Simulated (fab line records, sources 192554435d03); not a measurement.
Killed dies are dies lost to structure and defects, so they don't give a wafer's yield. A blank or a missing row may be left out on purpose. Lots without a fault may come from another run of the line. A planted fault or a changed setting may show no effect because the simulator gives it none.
Chamber matching | flow n5_finfet | N5_GATE_CUT_ETCH_36 on rie_diel-06: 4 sister chambers
The step etches SiARC in CF4, target depth 13 nm, time 21.7 s. 14 wafers are shown with their chamber, then 7 later ones without.

WAFERS WITH THEIR CHAMBER
wafer  | chamber | showerhead_plenum_p_Torr (Torr) | drypump_motor_current_A (A) | oes_product_au (a.u.)
L081.1 | 0       | 2.23                            | 6.5                         | 0.68
L081.2 | 3       | 2.03                            | 5.8                         | 0.59
L081.4 | 2       | 2.17                            | 5.5                         | 0.70
L083.2 | 3       | 2.03                            | 5.8                         | 0.60
L083.3 | 2       | 2.16                            | 5.5                         | 0.69
L083.4 | 0       | 2.23                            | 6.5                         | 0.66
L084.4 | 2       | 2.16                            | 5.5                         | 0.69
L084.5 | 3       | 2.03                            | 5.8                         | 0.60
L084.6 | 0       | 2.23                            | 6.5                         | 0.67
L087.2 | 3       | 2.03                            | 5.8                         | 0.59
L087.4 | 1       | 2.11                            | 6.3                         | 0.83
L087.6 | 1       | 2.11                            | 6.2                         | 0.84
L088.2 | 2       | 2.16                            | 5.5                         | 0.70
L088.5 | 0       | 2.23                            | 6.5                         | 0.66

SIGNATURES (means of the wafers above)
reading                  | chamber 0 | chamber 1 | chamber 2 | chamber 3 | scatter within a chamber
showerhead_plenum_p_Torr | 2.2300    | 2.1100    | 2.1625    | 2.0300    | 0.00274
drypump_motor_current_A  | 6.500     | 6.250     | 5.500     | 5.800     | 0.0224
oes_product_au           | 0.6675    | 0.8350    | 0.6950    | 0.5950    | 0.00725
Rule: a wafer's distance from a chamber is the root of the sum, over the readings, of the square of ((its reading less the chamber's mean) divided by the reading's scatter). The wafer belongs to the nearest chamber; if the next one is less than 2 further off, it can't be placed. The scatter: the root of (the sum of the squares of (reading less its chamber's mean) over the shown wafers, divided by (wafers less chambers)).

WAFERS WITHOUT THEIR CHAMBER
wafer  | showerhead_plenum_p_Torr (Torr) | drypump_motor_current_A (A) | oes_product_au (a.u.)
L088.6 | 2.11                            | 6.2                         | 0.83
L092.1 | 2.03                            | 5.8                         | 0.59
L092.2 | 2.16                            | 5.5                         | 0.68
L092.5 | 2.16                            | 5.5                         | 0.67
L097.3 | 2.15                            | 5.5                         | 0.67
L097.4 | 2.11                            | 6.3                         | 0.78
L097.5 | 2.02                            | 5.8                         | 0.58

WHICH CHAMBER EACH WENT THROUGH
wafer  | from the rows above | in truth
L088.6 | 1                   | 1
L092.1 | 3                   | 3
L092.2 | 2                   | 2
L092.5 | 2                   | 2
L097.3 | 2                   | 2
L097.4 | 1                   | 1
L097.5 | 3                   | 3
Placed correctly: 7 of 7. Can't be placed from these rows: 0. Placed wrongly: 0.
